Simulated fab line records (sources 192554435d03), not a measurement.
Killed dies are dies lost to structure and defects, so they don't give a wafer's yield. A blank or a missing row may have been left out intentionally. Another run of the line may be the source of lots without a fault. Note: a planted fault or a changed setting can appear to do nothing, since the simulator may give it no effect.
Matching of chambers :: flow n5Finfet :: rieDiel-03 running N5_BEOL_M12_DESCUM_15: 4 sister chambers
The step chemistry O2, time 7.9 s. 4 wafers are shown with their chamber, then 10 later ones without.

## WAFERS, EACH WITH ITS CHAMBER
wafer: L083.1
chamber: 3
drypumpMotorCurrentA (A): 5.4

wafer: L083.4
chamber: 1
drypumpMotorCurrentA (A): 6.3

wafer: L088.1
chamber: 2
drypumpMotorCurrentA (A): 5.3

wafer: L088.5
chamber: 0
drypumpMotorCurrentA (A): 5.8

## WAFERS WHOSE CHAMBER IS MISSING
wafer: L088.6
drypumpMotorCurrentA (A): 5.5

wafer: L092.1
drypumpMotorCurrentA (A): 6.3

wafer: L092.4
drypumpMotorCurrentA (A): 5.3

wafer: L092.6
drypumpMotorCurrentA (A): 5.8

wafer: L096.4
drypumpMotorCurrentA (A): 5.5

wafer: L096.5
drypumpMotorCurrentA (A): 6.3

wafer: L096.6
drypumpMotorCurrentA (A): 5.8

wafer: L097.1
drypumpMotorCurrentA (A): 5.8

wafer: L097.4
drypumpMotorCurrentA (A): 6.3

wafer: L097.5
drypumpMotorCurrentA (A): 6.3

## CHAMBER TAKEN BY EACH
wafer: L088.6
from the rows above: 3
in truth: 3

wafer: L092.1
from the rows above: 1
in truth: 1

wafer: L092.4
from the rows above: 2
in truth: 2

wafer: L092.6
from the rows above: 0
in truth: 0

wafer: L096.4
from the rows above: 3
in truth: 3

wafer: L096.5
from the rows above: 1
in truth: 1

wafer: L096.6
from the rows above: 0
in truth: 0

wafer: L097.1
from the rows above: 0
in truth: 0

wafer: L097.4
from the rows above: 1
in truth: 1

wafer: L097.5
from the rows above: 1
in truth: 1
10 of 10 placed correctly. Left unplaced by these rows: 0. 0 placed wrongly.
How it was worked out, from the rows above alone: a wafer's distance from a chamber is the root of the sum, over the readings, of the square of ((its reading less the chamber's mean) divided by the reading's scatter). The wafer belongs to the nearest chamber; if the next one is less than 2 further off, it can't be placed. Each chamber's mean is taken over the wafers shown for it. The scatter (one wafer shown for each chamber): square how far every hidden wafer sits from the nearest shown wafer, average those squares and take the square root.
